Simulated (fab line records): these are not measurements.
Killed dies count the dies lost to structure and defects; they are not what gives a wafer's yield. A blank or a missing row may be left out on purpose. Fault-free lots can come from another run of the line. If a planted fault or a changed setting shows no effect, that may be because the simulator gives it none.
Which tool is to blame? ; flow nand-harc ; 12 lots with 36 wafers sampled at 7 steps, on a route of 1302 steps

== WHAT THE GAUGES SHOWED, per wafer ==
NHARC_P_M1_THK_MEAS_24: measures by xrf. Usual: thk-nm at 157.6 nm, with a standard deviation of 1.2.
lot;measured;on;thk-nm (nm);flag
L486;day 6 06:07;film-metro-01;158.7 159.2 156.9;
L490;day 8 04:10;film-metro-02;157.7 159.3 157.2;
L491;day 8 11:34;film-metro-01;157.0 158.5 158.5;
L493;day 9 12:51;film-metro-02;157.8 157.6 158.2;
L494;day 9 20:39;film-metro-01;157.2 158.0 157.9;
L500;day 12 08:26;film-metro-01;158.7 156.5 153.8;
L501;day 12 14:50;film-metro-01;30.0 30.0 30.5;OFF
L502;day 12 18:23;film-metro-02;29.5 29.8 29.5;OFF
L506;day 14 14:36;film-metro-01;159.6 155.6 158.8;
L507;day 15 04:14;film-metro-01;159.5 158.9 158.0;
L509;day 15 21:01;film-metro-02;157.3 156.3 157.5;
L508;day 15 21:47;film-metro-01;156.6 157.6 156.3;

NHARC_END_SORT_01. Usual: value, then standard deviation, for each; defect-limited-yield 91.2 % / 2.5; killed-at-array 55 / 17; killed-at-other 1.1 / 1.4; killed-at-periphery 3.9 / 3; killed-dies 59 / 17; killed-open 3.5 / 2; killed-short 2.6 / 1.6.
lot;measured;on;defect-limited-yield (%);killed-at-array;killed-at-other;killed-at-periphery;killed-dies;killed-open;killed-short;flag
L500;day 30 17:21;prober-01;89.7 88.2 88.3;67 76 75;1 1 1;2 3 3;70 80 79;2 4 6;3 4 5;
L502;day 30 23:14;prober-02;0 0 0;58 69 60;0 1 0;619 607 617;677 677 677;5 10 6;4 3 5;OFF

== WHICH TOOL RAN EACH LOT (tool, then ch and the chambers of the sampled wafers, then the start) ==
lot;NHARC_P_M1_ETCH_28;NHARC_P_M1_PVD_20;NHARC_P_M1_PVD_21;NHARC_P_M1_ECD_22;NHARC_P_M1_CMP_23
L486;rie-diel-02 ch 0,1, day 6 05:08 or earlier;pvd-sputter-01, day 6 05:08 or earlier;pvd-sputter-01, day 6 05:08 or earlier;ecd-cu-01 ch 0, day 6 05:08;cmp-03 ch 0,2, day 6 05:48
L490;rie-diel-05 ch 2,3, day 8 03:11 or earlier;pvd-sputter-01, day 8 03:11 or earlier;pvd-sputter-01, day 8 03:11 or earlier;ecd-cu-01 ch 0,1, day 8 03:11;cmp-02 ch 0,1,3, day 8 03:53
L491;rie-diel-02 ch 0,3, day 8 10:25 or earlier;pvd-sputter-02, day 8 10:25 or earlier;pvd-sputter-02, day 8 10:25 or earlier;ecd-cu-02 ch 0,1, day 8 10:25;cmp-02 ch 0,2, day 8 11:17
L493;rie-diel-02 ch 0,1,2, day 9 11:49 or earlier;pvd-sputter-03, day 9 11:49 or earlier;pvd-sputter-03, day 9 11:49 or earlier;ecd-cu-01 ch 0,1, day 9 11:49;cmp-02 ch 1,2,3, day 9 12:32
L494;rie-diel-05 ch 0,2, day 9 19:38 or earlier;pvd-sputter-03, day 9 19:38 or earlier;pvd-sputter-03, day 9 19:38 or earlier;ecd-cu-01 ch 0,1, day 9 19:38;cmp-02 ch 1,3, day 9 20:22
L500;rie-diel-05 ch 0,3, day 12 07:23 or earlier;pvd-sputter-01, day 12 07:23 or earlier;pvd-sputter-01, day 12 07:23 or earlier;ecd-cu-02 ch 0,1, day 12 07:23;cmp-01 ch 0,1,3, day 12 08:10
L501;rie-diel-02 ch 0,1, day 12 13:49 or earlier;pvd-sputter-01, day 12 13:49 or earlier;pvd-sputter-01, day 12 13:49 or earlier;ecd-cu-02 ch 0,1, day 12 13:49;cmp-01 ch 1,2,3, day 12 14:37
L502;rie-diel-05 ch 0,1,2, day 12 17:20 or earlier;pvd-sputter-02, day 12 17:20 or earlier;pvd-sputter-02, day 12 17:20 or earlier;ecd-cu-02 ch 0,1, day 12 17:20;cmp-02 ch 0,3, day 12 18:04
L506;rie-diel-02 ch 0,1,3, day 14 13:32 or earlier;pvd-sputter-01, day 14 13:32 or earlier;pvd-sputter-01, day 14 13:32 or earlier;ecd-cu-02 ch 0,1, day 14 13:32;cmp-03 ch 0,1,2, day 14 14:19
L507;rie-diel-05 ch 0,1,3, day 15 03:11 or earlier;pvd-sputter-02, day 15 03:11 or earlier;pvd-sputter-02, day 15 03:11 or earlier;ecd-cu-02 ch 0,1, day 15 03:11;cmp-02 ch 0,1,2, day 15 03:57
L509;rie-diel-02 ch 0,1,2, day 15 19:59 or earlier;pvd-sputter-02, day 15 19:59 or earlier;pvd-sputter-02, day 15 19:59 or earlier;ecd-cu-02 ch 0,1, day 15 19:59;cmp-01 ch 1,2,3, day 15 20:42
L508;rie-diel-12 ch 0,2,3, day 15 20:49 or earlier;pvd-sputter-01, day 15 20:49 or earlier;pvd-sputter-01, day 15 20:49 or earlier;ecd-cu-01 ch 0,1, day 15 20:49;cmp-03 ch 2,3, day 15 21:29
- NHARC_P_M1_ETCH_28: etches the open film in CF4/N2, target depth 30 nm, time 72.99 s.
- NHARC_P_M1_PVD_20: deposits TaN, target thk 5 nm, time 8.06 s.
- NHARC_P_M1_PVD_21: deposits Cu, target thk 30 nm, time 20.49 s.
- NHARC_P_M1_ECD_22: material Cu, target thk 400 nm.
- NHARC_P_M1_CMP_23: polishes, t overpolish 20 s, target thk 157.82 nm.

== AS READ BY THE TOOLS THEMSELVES (means over the sampled wafers that have a number; for cases with no such wafer, the mark the record gives instead) ==
NHARC_P_M1_ETCH_28. Usual: drypump-motor-current-A 5.8 A, standard deviation 0.56; oes-product-au 0.999 a.u., standard deviation 0.0075; rf-vpp-V 313.5 V, standard deviation 2.2; showerhead-plenum-p-Torr 2.59 Torr, standard deviation 0.12; throttle-valve-pct 19.795 %, standard deviation 0.0089.
lot;tool;drypump-motor-current-A (A);oes-product-au (a.u.);rf-vpp-V (V);showerhead-plenum-p-Torr (Torr);throttle-valve-pct (%);flag
L486;rie-diel-02;5.4;1.003;312.1;2.52;19.791;
L490;rie-diel-05;6.0;1.008;312.0;2.50;19.789;
L491;rie-diel-02;5.5;1.001;314.1;2.63;19.795;
L493;rie-diel-02;5.5;1.005;311.6;2.53;19.800;
L494;rie-diel-05;6.0;0.992;314.8;2.71;19.793;
L500;rie-diel-05;5.9;0.993;314.0;2.61;19.799;
L501;rie-diel-02;5.4;0.999;312.2;2.51;19.798;
L502;rie-diel-05;6.3;1.000;314.5;2.65;19.796;
L506;rie-diel-02;5.7;0.998;313.8;2.59;19.797;
L507;rie-diel-05;6.2;0.995;314.6;2.65;19.796;
L509;rie-diel-02;5.5;1.002;312.1;2.52;19.789;
L508;rie-diel-12;6.1;0.993;315.0;2.61;19.796;

NHARC_P_M1_PVD_20. Usual: throttle-valve-pct at 30.2 %, with a standard deviation of 0.86.
lot;tool;throttle-valve-pct (%);flag
L486;pvd-sputter-01;30.6;
L490;pvd-sputter-01;30.8;
L491;pvd-sputter-02;30.5;
L493;pvd-sputter-03;30.7;
L494;pvd-sputter-03;29.9;
L500;pvd-sputter-01;30.3;
L501;pvd-sputter-01;30.2;
L502;pvd-sputter-02;29.1;
L506;pvd-sputter-01;30.0;
L507;pvd-sputter-02;29.6;
L509;pvd-sputter-02;30.1;
L508;pvd-sputter-01;30.1;

NHARC_P_M1_PVD_21. Usual: throttle-valve-pct at 30.2 %, with a standard deviation of 0.88.
lot;tool;throttle-valve-pct (%);flag
L486;pvd-sputter-01;30.5;
L490;pvd-sputter-01;30.3;
L491;pvd-sputter-02;29.6;
L493;pvd-sputter-03;30.6;
L494;pvd-sputter-03;30.4;
L500;pvd-sputter-01;30.5;
L501;pvd-sputter-01;29.6;
L502;pvd-sputter-02;29.8;
L506;pvd-sputter-01;30.2;
L507;pvd-sputter-02;30.1;
L509;pvd-sputter-02;30.5;
L508;pvd-sputter-01;30.1;

NHARC_P_M1_ECD_22. Usual: bath-heat-duty-pct 6.6 %, standard deviation 0.76; bath-temp-c 25.00 C, standard deviation 0.11.
lot;tool;bath-heat-duty-pct (%);bath-temp-c (C);flag
L486;ecd-cu-01;7.0;25.08;
L490;ecd-cu-01;6.9;25.12;
L491;ecd-cu-02;6.8;25.02;
L493;ecd-cu-01;6.4;24.87;
L494;ecd-cu-01;7.1;24.99;
L500;ecd-cu-02;7.3;24.91;
L501;ecd-cu-02;-;-;OFF
L502;ecd-cu-02;-;-;OFF
L506;ecd-cu-02;7.3;25.00;
L507;ecd-cu-02;7.1;24.99;
L509;ecd-cu-02;6.9;25.00;
L508;ecd-cu-01;6.1;24.93;

NHARC_P_M1_CMP_23. Usual: motor-current-A 12.3 A, standard deviation 1.4; time-to-endpoint-s 28.3 s, standard deviation 2.7.
lot;tool;motor-current-A (A);time-to-endpoint-s (s);flag
L486;cmp-03;11.5;31.3;
L490;cmp-02;12.5;29.5;
L491;cmp-02;11.8;30.3;
L493;cmp-02;12.6;30.6;
L494;cmp-02;12.5;30.0;
L500;cmp-01;11.7;24.4;
L501;cmp-01;12.8;0.0;OFF
L502;cmp-02;12.6;5.7;OFF
L506;cmp-03;12.2;27.7;
L507;cmp-02;12.0;27.5;
L509;cmp-01;12.7;26.6;
L508;cmp-03;11.0;27.9;

== THE ANSWER, worked out from the rows above alone ==
Rule: lot off if the mean of its wafers having a number is beyond 3 standard deviations from the usual mean. Also off: a lot with no number at a reading for which 4 or more lots have one. Any other lot the step has rows for is counted as sound. The gauges are gone through in route order, then the tools' own readings, and for those a lot's mean is taken as printed above. The first step at which some lot is off is used, and at that step the reading that is off furthest; a lot without a number counts as furthest.
Off, at NHARC_P_M1_THK_MEAS_24 on thk-nm: L501, L502.
A tool fits if, at a process step before that reading, it ran every lot that is off, and no sound lot after the first of them. The gauges at NHARC_P_M1_THK_MEAS_24 aren't tried: what is off there is off at NHARC_P_M1_ECD_22 too, on other tools, and a gauge's error can't cause that. Because NHARC_P_M1_ETCH_28 lacks a start for some lots, the hours and order of its lots are taken from NHARC_P_M1_ECD_22. Because NHARC_P_M1_PVD_20 lacks a start for some lots, the hours and order of its lots are taken from NHARC_P_M1_ECD_22. Because NHARC_P_M1_PVD_21 lacks a start for some lots, the hours and order of its lots are taken from NHARC_P_M1_ECD_22. Of those tried, none fits.

== WHAT THE SIMULATOR HAD INSERTED ==
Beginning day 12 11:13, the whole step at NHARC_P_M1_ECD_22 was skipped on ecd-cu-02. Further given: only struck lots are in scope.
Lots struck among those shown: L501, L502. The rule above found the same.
